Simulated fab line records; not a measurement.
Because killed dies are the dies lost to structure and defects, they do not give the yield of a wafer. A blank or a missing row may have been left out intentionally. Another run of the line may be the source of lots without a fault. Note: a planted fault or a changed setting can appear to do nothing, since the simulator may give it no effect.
fab line records -- flow nand-harc
record: lots: 6, wafers: 18, last-day: 23
route steps=1159 shown P_BONDPAD@368 END@1159
lots with no fault: from the same line, run without faults
start-h: the number of hours between the record's first day and the start of the first shown wafer of the lot -- wait-h: hours from the lot's prior step to this one -- " repeats the value in the row above -- L1.1+2: a row that stands for several wafers -- - no value, or no start was given -- * or withheld: withheld -- < > ~ a bound
route shown NAME@n: a module of which the file shows steps, and the number in the route of the first -- usual: mean and standard deviation over wafers with no fault -- same: alike in all rows -- chamber/n: place in a boat -- sites: the reading at each site -- _std_site: the values' standard deviation -- _edge_site: outer sites' mean less inner sites' -- radius-mm: how far each site lies from the wafer's centre -- mask NAME#n: copy n -- behind: tool/chamber where the wafer was last shaped -- hold: cause of the lot's hold/its duration in hours/its outcome -- device: transistor that didn't switch, given as n, p or np -- end of line: tests of these same wafers at the route's end -- a step given without rows: its recipe and nothing more -- killed: dies that structure and defects cost at the first sort, which is not the same as the wafer's yield -- map: per-die view of a wafer (x killed, . not killed, _ where there is no die)
set.NAME: setting as actually run; set.NAME@STEP: the setting as run at that earlier step -- model.NAME: the simulator's own value behind a step, which no gauge read
lots seen at some steps along the route; tables by step, rows by wafer
services: when a tool's chamber went out of use (start-h, in hours from the record's first day, below 0 if earlier), for how many hours, and the reason
== steps ==
step: NHARC_P_BONDPAD_ETCH_37
recipe: target-depth-a: 600, overetch-a: 180, time-s: 65.91, ion-energy-ev: 200, n2-flow-sccm: 150, h2-flow-sccm: 150, ar-flow-sccm: 0, rf-w: 400, bias-w: 150, chemistry: N2/H2
step: NHARC_P_BONDPAD_ETCH_12
recipe: target-depth-a: 2000, time-s: 100, chf3-flow-sccm: 50, o2-flow-sccm: 10, ar-flow-sccm: 200, rf-w: 500, bias-w: 200, chemistry: CHF3/O2
step: NHARC_P_BONDPAD_CD_MEAS_13
usual: cd-nm: 499.4/1.6
lot.wafer,tool,chamber,start-h,wait-h,cd-nm
L842.3,cd-sem-02,-,144.21,-,501.0
L842.4,cd-sem-02,-,144.21,-,499.9
L842.5,cd-sem-02,-,144.21,-,499.2
L845.2,cd-sem-02,-,152.12,-,500.3
L845.4,cd-sem-02,-,152.12,-,500.6
L845.5,cd-sem-02,-,152.12,-,500.2
L855.2,cd-sem-03,-,228.37,-,499.6
L855.3,cd-sem-03,-,228.37,-,499.7
L855.6,cd-sem-03,-,228.37,-,502.9
L856.2,cd-sem-01,-,228.84,-,500.6
L856.4,cd-sem-01,-,228.84,-,499.1
L856.6,cd-sem-01,-,228.84,-,503.1
L858.1,cd-sem-03,-,238.18,-,496.1
L858.4,cd-sem-03,-,238.18,-,496.9
L858.5,cd-sem-03,-,238.18,-,496.7
L857.1,cd-sem-02,-,239.00,-,501.5
L857.2,cd-sem-02,-,239.00,-,498.5
L857.3,cd-sem-02,-,239.00,-,501.0
step: NHARC_P_BONDPAD_STRIP_15
recipe: o2-flow-sccm: 500, ar-flow-sccm: 0, bias-w: 0, chemistry: O2
step: NHARC_P_BONDPAD_ETCH_24
recipe: target-depth-a: 300, over-etch-frac: 0.3, time-s: 72.99, ion-energy-ev: 150, cf4-flow-sccm: 50, n2-flow-sccm: 100, ar-flow-sccm: 150, rf-w: 300, bias-w: 100, chemistry: CF4/N2
step: NHARC_P_BONDPAD_STRIP_16
recipe: time-s: 600, temp-c: 30, chemistry: post-etch-residue-remover
step: NHARC_P_BONDPAD_DEGAS_25
recipe: temp-c: 300, time-s: 60
usual: heater-power-w: 468/54
lot.wafer,tool,chamber,start-h,wait-h,heater-power-w
L842.3,pvd-sputter-01,-,144.83,-,439
L842.4,pvd-sputter-01,-,144.83,-,518
L842.5,pvd-sputter-01,-,144.83,-,464
L845.4,pvd-sputter-02,-,152.75,-,481
L845.2,pvd-sputter-02,-,152.75,-,529
L845.5,pvd-sputter-02,-,152.75,-,359
L855.2,pvd-sputter-02,-,229.04,-,525
L855.3,pvd-sputter-02,-,229.04,-,418
L855.6,pvd-sputter-02,-,229.04,-,484
L856.4,pvd-sputter-01,-,229.53,-,453
L856.2,pvd-sputter-01,-,229.53,-,425
L856.6,pvd-sputter-01,-,229.53,-,471
L858.1,pvd-sputter-02,-,238.80,-,429
L858.4,pvd-sputter-02,-,238.80,-,476
L858.5,pvd-sputter-02,-,238.80,-,547
L857.1,pvd-sputter-02,-,239.67,-,490
L857.2,pvd-sputter-02,-,239.67,-,543
L857.3,pvd-sputter-02,-,239.67,-,416
step: NHARC_P_BONDPAD_PRE_CLEAN_26
recipe: time-s: 30, temp-c: 280, gas: H2/He
usual: heater-power-w: 409/47
lot.wafer,tool,chamber,start-h,wait-h,heater-power-w
L842.3,pvd-sputter-01,-,-,-,427
L842.4,pvd-sputter-01,-,-,-,378
L842.5,pvd-sputter-01,-,-,-,451
L845.2,pvd-sputter-02,-,-,-,370
L845.4,pvd-sputter-02,-,-,-,427
L845.5,pvd-sputter-02,-,-,-,319
L855.3,pvd-sputter-02,-,-,-,369
L855.2,pvd-sputter-02,-,-,-,330
L855.6,pvd-sputter-02,-,-,-,337
L856.4,pvd-sputter-01,-,-,-,411
L856.2,pvd-sputter-01,-,-,-,403
L856.6,pvd-sputter-01,-,-,-,367
L858.4,pvd-sputter-02,-,-,-,338
L858.1,pvd-sputter-02,-,-,-,361
L858.5,pvd-sputter-02,-,-,-,334
L857.1,pvd-sputter-02,-,-,-,419
L857.2,pvd-sputter-02,-,-,-,369
L857.3,pvd-sputter-02,-,-,-,341
step: NHARC_P_BONDPAD_PVD_17
recipe: target-thk-a: 50, bias-v: 168.6, power-w: 15000, chamber-pressure-pa: 0.12, time-s: 8.06, substrate-temp-c: 50, material: TaN
usual: substrate-temp-c: 50.00/0.12, throttle-valve-pct: 29.8/0.88
lot.wafer,tool,chamber,start-h,wait-h,substrate-temp-c,throttle-valve-pct
L842.4,pvd-sputter-01,-,-,-,49.84,30.3
L842.3,pvd-sputter-01,-,-,-,49.71,31.0
L842.5,pvd-sputter-01,-,-,-,49.97,30.4
L845.2,pvd-sputter-02,-,-,-,49.96,29.5
L845.4,pvd-sputter-02,-,-,-,50.01,32.0
L845.5,pvd-sputter-02,-,-,-,50.18,29.1
L855.2,pvd-sputter-02,-,-,-,50.05,31.3
L855.3,pvd-sputter-02,-,-,-,50.10,29.6
L855.6,pvd-sputter-02,-,-,-,49.89,30.3
L856.2,pvd-sputter-01,-,-,-,49.99,30.5
L856.4,pvd-sputter-01,-,-,-,49.91,30.1
L856.6,pvd-sputter-01,-,-,-,49.85,28.5
L858.4,pvd-sputter-02,-,-,-,49.97,30.3
L858.1,pvd-sputter-02,-,-,-,49.95,29.2
L858.5,pvd-sputter-02,-,-,-,49.87,29.6
L857.1,pvd-sputter-02,-,-,-,50.06,31.2
L857.3,pvd-sputter-02,-,-,-,49.90,30.1
L857.2,pvd-sputter-02,-,-,-,50.11,28.9
step: NHARC_P_BONDPAD_PVD_27
recipe: target-thk-a: 300, chamber-pressure-pa: 5, power-w: 5000, substrate-temp-c: 30, time-s: 20.49, material: Cu
step: NHARC_P_BONDPAD_ECD_18
recipe: target-thk-a: 4000, bath-temp-c: 25, material: Cu
step: NHARC_P_BONDPAD_ANNEAL_28
recipe: temp-c: 225, time-s: 90
usual: wafer_temp_C_max: 226.06/0.25
lot.wafer,tool,chamber,start-h,wait-h,wafer_temp_C_max
L842.3,rtp-anneal-01,0,145.74,0.4,226.35
L842.4,rtp-anneal-01,0,145.74,0.4,226.15
L842.5,rtp-anneal-01,0,145.74,0.4,226.51
L845.2,rtp-anneal-02,0,153.54,0.3,226.26
L845.4,rtp-anneal-02,0,153.54,0.3,225.95
L845.5,rtp-anneal-02,0,153.54,0.3,225.97
L855.2,rtp-anneal-01,0,229.94,-,226.06
L855.3,rtp-anneal-01,0,229.94,-,226.24
L855.6,rtp-anneal-01,0,229.94,-,226.23
L856.2,rtp-anneal-02,0,230.31,-,225.92
L856.4,rtp-anneal-02,0,230.31,-,226.27
L856.6,rtp-anneal-02,0,230.31,-,225.70
L858.1,rtp-anneal-02,0,239.54,0.3,225.89
L858.4,rtp-anneal-02,0,239.54,0.3,225.93
L858.5,rtp-anneal-02,0,239.54,0.3,226.07
L857.1,rtp-anneal-01,0,240.41,0.3,225.72
L857.2,rtp-anneal-01,0,240.41,0.3,226.00
L857.3,rtp-anneal-01,0,240.41,0.3,226.03
step: NHARC_P_BONDPAD_CMP_19
recipe: t-overpolish-s: 30, cu-recess-touch-s: 16, target-thk-nm: 160.81
usual: motor-current-A: 11.5/1.5, overpolish-run-s: 30.000/0.0078
lot.wafer,tool,chamber,start-h,wait-h,motor-current-A,overpolish-run-s
L842.3,cmp-04,0,146.14,-,10.6,30.014
L842.4,cmp-04,1,146.14,-,11.7,29.999
L842.5,cmp-04,3,146.14,-,10.3,30.010
L845.4,cmp-02,0,153.84,-,10.2,30.007
L845.2,cmp-02,1,153.84,-,13.6,30.011
L845.5,cmp-02,0,153.84,-,9.8,29.994
L855.3,cmp-04,1,230.26,-,12.5,30.007
L855.2,cmp-04,2,230.26,-,12.9,29.995
L855.6,cmp-04,0,230.26,-,10.1,29.994
L856.2,cmp-04,3,230.61,-,10.3,30.005
L856.4,cmp-04,2,230.61,-,13.0,30.001
L856.6,cmp-04,0,230.61,-,9.9,30.011
L858.4,cmp-02,3,239.88,-,10.6,30.004
L858.1,cmp-02,0,239.88,-,10.1,30.015
L858.5,cmp-02,0,239.88,-,10.0,29.993
L857.2,cmp-02,2,240.79,-,11.2,30.008
L857.3,cmp-02,3,240.79,-,10.5,30.001
L857.1,cmp-02,0,240.79,-,9.6,29.983
step: NHARC_P_BONDPAD_THK_MEAS_20
recipe: thk-meas-gauge: xrf
usual: thk-nm: 160.7/1.4
lot.wafer,tool,chamber,start-h,wait-h,thk-nm
L842.3,film-metro-02,-,146.40,-,161.7
L842.4,film-metro-02,-,146.40,-,160.0
L842.5,film-metro-02,-,146.40,-,161.2
L845.2,film-metro-01,-,154.16,-,161.6
L845.4,film-metro-01,-,154.16,-,160.4
L845.5,film-metro-01,-,154.16,-,161.8
L855.2,film-metro-01,-,230.55,-,160.1
L855.3,film-metro-01,-,230.55,-,159.1
L855.6,film-metro-01,-,230.55,-,159.2
L856.2,film-metro-01,-,230.93,-,158.2
L856.4,film-metro-01,-,230.93,-,163.0
L856.6,film-metro-01,-,230.93,-,160.7
L858.1,film-metro-02,-,240.20,-,161.3
L858.4,film-metro-02,-,240.20,-,160.8
L858.5,film-metro-02,-,240.20,-,161.7
L857.1,film-metro-01,-,241.08,-,162.4
L857.2,film-metro-01,-,241.08,-,160.9
L857.3,film-metro-01,-,241.08,-,160.7
step: NHARC_P_BONDPAD_SRD_21
recipe: time-s: 30, temp-c: 23, dry-time-s: 20, spin-rpm: 1500
step: NHARC_P_BONDPAD_INSPECT_23
usual: raw-defect-count: 336/130
lot.wafer,tool,chamber,start-h,wait-h,raw-defect-count
L842.3,defect-inspect-01,-,146.61,0.0,420
L842.4,defect-inspect-01,-,146.61,0.0,414
L842.5,defect-inspect-01,-,146.61,0.0,917
L845.2,defect-inspect-02,-,154.40,0.0,255
L845.4,defect-inspect-02,-,154.40,0.0,318
L845.5,defect-inspect-02,-,154.40,0.0,273
L855.2,defect-inspect-02,-,230.77,0.0,1593
L855.3,defect-inspect-02,-,230.77,0.0,271
L855.6,defect-inspect-02,-,230.77,0.0,313
L856.2,defect-inspect-02,-,231.16,0.0,267
L856.4,defect-inspect-02,-,231.16,0.0,1488
L856.6,defect-inspect-02,-,231.16,0.0,325
L858.1,defect-inspect-02,-,240.40,0.0,298
L858.4,defect-inspect-02,-,240.40,0.0,412
L858.5,defect-inspect-02,-,240.40,0.0,235
L857.1,defect-inspect-02,-,241.29,0.0,296
L857.2,defect-inspect-02,-,241.29,0.0,284
L857.3,defect-inspect-02,-,241.29,0.0,307
step: NHARC_P_BONDPAD_ACTIVATE_29
recipe: time-s: 60, n2-flow-sccm: 200, ar-flow-sccm: 0, bias-power-w: 0, chemistry: N2
usual: drypump-motor-current-A: 5.6/0.43, oes-product-au: 1.000/0.0069, rf-vpp-V: 64.0/0.91, showerhead-plenum-p-Torr: 1.76/0.074
lot.wafer,tool,chamber,start-h,wait-h,drypump-motor-current-A,oes-product-au,rf-hours-counter-h,rf-vpp-V,showerhead-plenum-p-Torr
L842.4,rie-diel-12,2,146.69,0.1,6.1,1.001,11,64.4,1.70
L842.3,rie-diel-12,3,146.69,0.1,4.8,0.994,11,63.1,1.76
L842.5,rie-diel-12,0,146.69,0.1,5.7,1.008,-,64.5,1.83
L845.4,rie-diel-12,1,154.58,0.2,5.6,0.999,11,64.4,1.86
L845.2,rie-diel-12,2,154.58,0.2,6.1,0.997,13,64.3,1.70
L845.5,rie-diel-12,0,154.58,0.2,5.7,1.001,-,63.8,1.83
L855.3,rie-diel-12,2,230.85,0.1,6.0,1.005,2,63.6,1.70
L855.2,rie-diel-12,3,230.85,0.1,4.8,0.992,2,65.6,1.76
L855.6,rie-diel-12,0,230.85,0.1,5.7,0.999,-,63.6,1.82
L856.2,rie-diel-12,0,231.25,0.1,5.7,1.002,2,63.9,1.82
L856.4,rie-diel-12,3,231.25,0.1,4.8,0.994,-,61.6,1.76
L856.6,rie-diel-12,0,231.25,0.1,5.7,1.005,-,64.0,1.82
L858.1,rie-diel-12,0,240.49,0.1,5.7,1.001,3,64.9,1.82
L858.4,rie-diel-12,1,240.49,0.1,5.6,0.999,2,65.4,1.85
L858.5,rie-diel-12,3,240.49,0.1,4.8,0.989,-,65.2,1.76
L857.2,rie-diel-12,3,241.35,0.1,4.8,0.993,3,65.3,1.76
L857.3,rie-diel-12,0,241.35,0.1,5.7,0.996,3,64.2,1.82
L857.1,rie-diel-12,2,241.35,0.1,6.1,1.004,3,63.8,1.70
step: NHARC_END_SORT_01
recipe: temp-c: 25
usual: defect-limited-yield: 95.3/1.7, killed-at-array: 28/12, killed-at-other: 0.8/1.1, killed-at-periphery: 3.6/2.3, killed-dies: 32/12, killed-open: 3.4/1.9, killed-short: 2.0/1.3, sort_bin_2_pct: 1.4/0.61, sort_bin_3_pct: 0.26/0.22, sort_bin_4_pct: 3.0/1.2, sort-n-pass: 645/12, sort-rim-yield-pct: 95.8/2.9, sort-yield-pct: 95.3/1.7
same: gross-dies: 677, sort_bin_5_pct[%]: 0, sort_bin_6_pct[%]: 0, sort_bin_7_pct[%]: 0, sort_bin_8_pct[%]: 0, sort-rim-n-gross: 106.00
lot.wafer,tool,chamber,start-h,wait-h,defect-limited-yield[%],killed-at-array,killed-at-other,killed-at-periphery,killed-dies,killed-open,killed-short,sort_bin_2_pct[%],sort_bin_3_pct[%],sort_bin_4_pct[%],sort-n-pass,sort-rim-yield-pct[%],sort-yield-pct[%]
L855.2,prober-01,0,537.03,2.8,18.2,17,0,537,554,1,2,34.3,9.31,38.3,123,14.2,18.2
L855.3,prober-01,0,537.84,3.1,95.3,30,2,0,32,2,3,1.3,0.15,3.2,645,89.6,95.3
L855.6,prober-01,0,540.25,4.0,96.3,23,0,2,25,4,3,0.6,0.44,2.7,652,94.3,96.3
L856.4,prober-02,0,538.68,3.4,18.0,14,1,540,555,1,0,39.0,9.01,34.0,122,18.9,18.0
L857.3,prober-01,0,545.66,3.1,94.2,36,1,2,39,5,3,1.8,0.15,3.8,638,93.4,94.2
killed by level:class
L855.2 P_BONDPAD:unspecified=534 A_CHANNEL_HOLE_D1:chamber-film-flake=14 P_CONTACT:geometric-particle:short=1 P_M0:geometric-particle:short=1 A_CONTACT:geometric-particle:open=1 P_STI:chamber-film-flake=1 A_CONTACT:chamber-film-flake=1 A_WL_FILL:chamber-film-flake=1
L855.3 A_CHANNEL_HOLE_D1:chamber-film-flake=17 A_WL_FILL:chamber-film-flake=6 A_CONTACT:chamber-film-flake=3 A_WL_FILL:geometric-particle:short=1 A_CONTACT:geometric-particle:short=1 A_CONTACT:geometric-particle:open=1 STARTING-WAFER:geometric-particle:short=1 STARTING-WAFER:geometric-particle:open=1
L856.4 P_BONDPAD:unspecified=537 A_SLIT:chamber-film-flake=5 A_STAIRCASE:chamber-film-flake=4 P_ZERO_WELL:chamber-film-flake=3 A_CHANNEL_HOLE_D1:chamber-film-flake=3 A_M1:geometric-particle:open=1 THIN_TSV:chamber-film-flake=1 A_CONTACT:chamber-film-flake=1
L855.6 A_CHANNEL_HOLE_D1:chamber-film-flake=10 A_CONTACT:chamber-film-flake=4 A_SOURCE_PLATE:geometric-particle:open=1 A_ONON_D1:geometric-particle:open=1 A_CONTACT:geometric-particle:open=1 A_CHANNEL_FILL_D1:geometric-particle:short=1 A_STAIRCASE:geometric-particle:open=1 A_WL_FILL:geometric-particle:short=1
L857.3 A_CHANNEL_HOLE_D1:chamber-film-flake=18 A_CONTACT:chamber-film-flake=7 A_WL_FILL:geometric-particle:short=2 P_ZERO_WELL:chamber-film-flake=2 A_STAIRCASE:chamber-film-flake=2 A_ONON_D1:geometric-particle:open=1 A_CHANNEL_FILL_D1:geometric-particle:short=1 A_SGD_CUT:geometric-particle:open=1
map L855.2 (x killed, . not)
____________x____________
_________xxxxxxx_________
_______xxxxx...xxx_______
______xxxxxxx.xxxxx______
_____xxxxxxx.xxxxxxx_____
____.x.xxxxx.xxxxxxxx____
____xxxx.xxxx..xxxxxx____
___xxxx.xxxxx..xxxxx.x___
___x.xxxxxxxxxxxxxxx.x___
__x.xxxx.xxx..xxxxxxxx.__
__xxxxxx.xxx.xx.xxxxxxx__
_xxxxxxx..xxxxxxxxxxxxx._
_xx.xxxxxxxxxxxxxxxxx..._
_xxxx..xxx..xxxxxx.xxxx._
_xxxxxxxxxxxx.xxx...xxxx_
_xxx.xxxxxx.xxxxxxxxxx.x_
x.xxxxxxx.xxxxxxxxx.xxxx.
.xxxxxxxxxx.xxxxx.xxxxxxx
xxx.xxxxx.xxxxxxx.xxxxx.x
xxxxxxx.xxxxxxx.xx..x.xxx
xxx.xxxxxxx.xxx.x.xxxxxxx
_...xxxxxxxxxxxxx.xxxx.x_
_xxxxx.xxxxxxxxxx.xx.xxx_
_x.x.xxx.xxxxx.x.xxx.x.x_
_.xx..xx.xx.xxxx.xx.xxxx_
_xx.xxxxxx..xxx.xxx..xxx_
__xxxxxxx.x.xx..xx..x.x__
__x.xxxxxxxx.xxxxxxxxxx__
___xxxxxxxxxx.xxxxxxxx___
___x..xx..xx.xxxxx.x..___
____.xxx.xxxxxxxxxxxx____
____xxxxxxxxxxxxx..x.____
_____xxxx..xxx.xxxx._____
______xxxxxxxxxxxxx______
_______xxx.xxxxxxx_______
_________.xxxx.x_________
____________x____________
map L856.4 (x killed, . not)
____________x____________
_________xxxxxxx_________
_______xx.xx.xxxxx_______
______xxxxx.xx.xxxx______
_____xxx..xxxxxxxx.x_____
____xxxxx.xxxx..xxx.x____
____.xx.xxx.xx.xxx.xx____
___xx.xxxxxxxxx.xxxxxx___
___xxx.xxxxxxxxxxx.xx.___
__xxxxxxxxxxxxx..xxxxxx__
__xx.xx.xx..x..xxxxx.xx__
_x.xxxx.xxxxxxxxxxxxx.xx_
_xxx.xxxx..xxx.x.....x.x_
_xxxxxxxxxxxxxxxxxxxxxxx_
_xxxxx.xxxxxxx.xxxxxxxxx_
_x.xxxx.xxxxxx..xxxxxxxx_
.xxxxx.xxxx.x.xxx.xxx.x.x
xx...xx.xxxx.xxxx.xxxxxxx
xxxxxx..xxxxxxxxxxxxx.xxx
..xxxxx.xxxxxxxxx.xxxxx.x
xx.x.xx.xxxxxxxxxxxxxxxx.
_xxxx.x..xxxxx.xxxxxxxxx_
_.xxxxxxxxxxxxxxxx.xxxxx_
_.xxxx.xx.xxx.xxxxxxx.xx_
_.xxxxxxxxxxxxxxxx...x.x_
_xxxxxxx.xxx.xxxxxxxxxxx_
__xxxxxxxxxxxxxxxx.xxxx__
__xxxxx.xxxxxx.xxx.xx.x__
___xxxxxxxxx.x.xx.xxxx___
___xxxxxxxxx.x.x.xxx.x___
____xxxxxx.xxxxxx.x.x____
____xxxxx.xx.x.xxxx..____
_____xxxxxxxx.xxxx.._____
______xxxxxxxxxx.xx______
_______x.x.xxx.xxx_______
_________..xxxxx_________
____________.____________
== services ==
tool,chamber,start-h,hours,kind
cmp-02,-,128.50,4.0,pm
pvd-sputter-01,-,129.11,5.5,repair
rie-diel-12,0,132.42,-,clean
rie-diel-12,1,132.42,-,clean
rie-diel-12,2,132.42,-,clean
rie-diel-12,3,132.42,-,clean
rie-diel-12,2,141.04,1.8,repair
cmp-04,-,141.94,4.0,pm
cmp-02,-,143.04,5.9,repair
cmp-02,-,150.94,0.2,repair
rie-diel-12,0,156.92,-,clean
rie-diel-12,1,156.92,-,clean
pvd-sputter-01,-,158.02,10.0,pm
rie-diel-12,3,169.24,20.2,repair
rie-diel-12,0,175.37,2.7,repair
cmp-04,-,179.44,1.1,repair
pvd-sputter-01,-,183.89,9.4,repair
cmp-02,-,195.71,0.2,repair
cmp-02,-,202.01,1.8,repair
rie-diel-12,-,202.43,9.0,pm
pvd-sputter-02,-,214.00,10.0,pm
cmp-02,-,226.60,4.0,pm
rie-diel-12,1,226.65,5.4,repair
cmp-04,-,239.94,4.0,pm
== key ==
first-sign: step: NHARC_P_BONDPAD_INSPECT_23, reading: raw-defect-count, direction: up, sigmas: 9.6, usual: 336, struck: 1540
effect: step: NHARC_END_SORT_01, reading: killed-at-periphery, direction: up, sigmas: 99+, usual: 3.6, struck: 538.5
more-kills-born-at: NHARC_P_BONDPAD_CMP_19@cmp-04: 1071
met-at NHARC_P_BONDPAD_CMP_19
struck-wafers L855.2,L856.4
fault: kind: chamber-particle-source, tool: cmp-04, chamber: 2, onset-h: 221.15, steps: NHARC_P_BONDPAD_CMP_19, rate-per-visit-cm2: 1.8727, end-h: 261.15
